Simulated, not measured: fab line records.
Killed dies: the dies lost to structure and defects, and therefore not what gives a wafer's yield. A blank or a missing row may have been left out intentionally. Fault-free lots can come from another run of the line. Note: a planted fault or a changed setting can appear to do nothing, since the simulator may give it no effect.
Problem report, 8D (eight disciplines) form, completed by code -- flow n5-finfet -- the parts of the form that need people (team, actions taken, sign-off) are left out

== 1. PROBLEM STATEMENT ==
Wafers without a fault read 237.6 nm, standard deviation 1.1; cd-nm at N5_PMOS_HMC_CHANNEL_EPI_CD_MEAS_09 reads a mean of 246.3 nm on 3 wafers belonging to 2 lots. That is +7.9 standard deviations from the usual mean.
The step: target cd 237.4 nm.
Earliest sighting: wafer L360.2 on cd-sem-01 at day 5 05:06. The record holds 27 wafers of 10 lots with a number at this step. Rule for "out" (also "out of limits"): further than 4 standard deviations from the usual mean. Any other wafer with a number is counted as sound.

== 2. WHAT THIS IS AND IS NOT ==
question,is,is not
which readings at this step,cd-nm,-
which lots,"L360, L361","L346, L347, L348, L349, L350, L363, L364, L367"
which wafers of those lots,"L360.2, L361.1, L361.2",L360.6
read on which gauges,cd-sem-01,cd-sem-02
when,from day 5 05:06,"up to then (15 sound wafers); but 9 sound wafers of L363, L364, L367 came after"

== 3. WHAT RULES OUT EACH SUSPECT ==
Counting: a tool at a process step up to the reading stays a suspect if it ran every lot that is out. Sound lots after the first of them don't rule it out here, since some wafers of a struck lot are sound.
- the gauge at N5_PMOS_HMC_CHANNEL_EPI_CD_MEAS_09: kept. All the wafers that are out were read on cd-sem-01, and no step on other tools shows them out.
- litho-track-02 at N5_PMOS_HMC_CHANNEL_EPI_PEB_07 (peb time 60 s): kept. It ran every lot that is out, first L360 (day 5 05:02).
Left after counting: litho-track-02 at N5_PMOS_HMC_CHANNEL_EPI_PEB_07, cd-sem-01 at N5_PMOS_HMC_CHANNEL_EPI_CD_MEAS_09.

== 4. THE CAUSE (what the simulator had put in) ==
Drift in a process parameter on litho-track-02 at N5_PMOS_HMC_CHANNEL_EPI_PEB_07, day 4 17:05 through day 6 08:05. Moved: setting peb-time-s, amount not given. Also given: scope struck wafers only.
2 suspects survive the count, and this tool is in that group.

== 5. SEQUENCE OF EFFECTS, ordered by route ==
Each row: a reading whose mean over the struck wafers that have a number lies more than 3 standard deviations from the usual. Readings are gone through only where the record gives a usual standard deviation; hours: the median, over the lots, of the time from a lot's start at the first step in this table giving one to that lot's start at this step; sigmas: the change measured in usual standard deviations.
hours,step,reading,usual,on struck wafers,change,sigmas
0,N5_PMOS_HMC_CHANNEL_EPI_CD_MEAS_09,cd-nm,237.6 nm,246.3,+8.7,+7.9
At these later measuring or inspecting steps, every struck wafer for which the step has a row has a number for every such reading, and none has moved that far: N5_PMOS_HMC_CHANNEL_EPI_INSPECT_30, N5_BEOL_M4_RC_MEAS_101.

== 6. WHAT WOULD HAVE CAUGHT IT SOONER ==
The first out-of-limits reading at a measuring or inspecting step in this record came at day 5 05:06, 12 hours after the fault's start at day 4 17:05.
Of the tool readings at N5_PMOS_HMC_CHANNEL_EPI_PEB_07 for which the record gives a usual standard deviation, none was out on any struck wafer, so an alarm limit of 4 standard deviations on them would not have fired.
Of the lots that are out (2), L361 began N5_PMOS_HMC_CHANNEL_EPI_PEB_07 on litho-track-02 after day 5 05:06. A hold on the tool at that time would have spared it.
